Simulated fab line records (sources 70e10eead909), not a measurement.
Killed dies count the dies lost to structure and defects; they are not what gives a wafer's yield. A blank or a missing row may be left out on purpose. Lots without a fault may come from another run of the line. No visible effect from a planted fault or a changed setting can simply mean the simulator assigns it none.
Chamber matching + flow nand_harc + NHARC_A_M0_STRIP_18 on rie_diel-09 has 4 sister chambers
The step strips in N2/H2. 18 wafers are shown with their chamber, then 9 later ones without.

EACH WAFER AND ITS CHAMBER
| wafer  | chamber | drypump_motor_current_A (A) | rf_vpp_V (V) | throttle_valve_pct (%) |
|--------|---------|-----------------------------|--------------|------------------------|
| L074.2 | 0       | 5.5                         | 93.9         | 14.173                 |
| L074.3 | 1       | 4.8                         | 91.2         | 14.166                 |
| L074.6 | 2       | 5.3                         | 90.7         | 14.161                 |
| L077.2 | 0       | 5.6                         | 90.6         | 14.169                 |
| L077.4 | 3       | 5.8                         | 89.9         | 14.176                 |
| L077.5 | 0       | 5.6                         | 90.4         | 14.174                 |
| L078.1 | 2       | 5.3                         | 90.0         | 14.157                 |
| L078.3 | 3       | 5.8                         | 89.8         | 14.197                 |
| L078.6 | 1       | 4.7                         | 91.9         | 14.162                 |
| L080.1 | 0       | 5.6                         | 90.0         | 14.171                 |
| L080.2 | 2       | 5.3                         | 91.2         | 14.162                 |
| L080.4 | 1       | 4.8                         | 89.7         | 14.183                 |
| L083.1 | 3       | 5.8                         | 89.6         | 14.168                 |
| L083.2 | 2       | 5.3                         | 90.1         | 14.167                 |
| L083.4 | 1       | 4.8                         | 90.7         | 14.169                 |
| L083.3 | 0       | 5.6                         | 91.9         | 14.181                 |
| L083.5 | 3       | 5.8                         | 89.5         | 14.169                 |
| L083.6 | 0       | 5.6                         | 92.2         | 14.169                 |

SIGNATURES (means of the wafers above)
| reading                 | chamber 0 | chamber 1 | chamber 2 | chamber 3 | scatter within a chamber |
|-------------------------|-----------|-----------|-----------|-----------|--------------------------|
| drypump_motor_current_A | 5.583     | 4.775     | 5.300     | 5.800     | 0.0336                   |
| rf_vpp_V                | 91.500    | 90.875    | 90.500    | 89.700    | 1.01                     |
| throttle_valve_pct      | 14.17283  | 14.17000  | 14.16175  | 14.17750  | 0.00822                  |
Rule: distance of a wafer from a chamber = root of the sum over the readings of ((wafer's reading minus chamber's mean) / reading's scatter) squared. The wafer belongs to the nearest chamber; if the next one is less than 2 further off, it can't be placed. How the scatter is found: for the shown wafers, subtract from each reading the mean of its chamber, square and add these, divide the total by (wafers less chambers), then take the root.

WAFERS MISSING THEIR CHAMBER
| wafer  | drypump_motor_current_A (A) | rf_vpp_V (V) | throttle_valve_pct (%) |
|--------|-----------------------------|--------------|------------------------|
| L087.1 | 4.8                         | 89.9         | 14.167                 |
| L087.5 | 4.8                         | 90.5         | 14.167                 |
| L087.6 | 5.3                         | 90.2         | 14.170                 |
| L092.1 | 5.3                         | 92.1         | 14.176                 |
| L092.3 | 4.8                         | 90.7         | 14.189                 |
| L092.5 | 5.3                         | 91.7         | 14.172                 |
| L096.2 | 4.8                         | 90.2         | 14.186                 |
| L096.4 | 5.3                         | 89.5         | 14.182                 |
| L096.6 | 5.8                         | 89.5         | 14.168                 |

EACH ONE'S CHAMBER
| wafer  | from the rows above | in truth |
|--------|---------------------|----------|
| L087.1 | 1                   | 1        |
| L087.5 | 1                   | 1        |
| L087.6 | 2                   | 2        |
| L092.1 | 2                   | 2        |
| L092.3 | 1                   | 1        |
| L092.5 | 2                   | 2        |
| L096.2 | 1                   | 1        |
| L096.4 | 2                   | 2        |
| L096.6 | 3                   | 3        |
Correctly placed: 9 of 9. Can't be placed from these rows: 0. Number placed wrongly: 0.
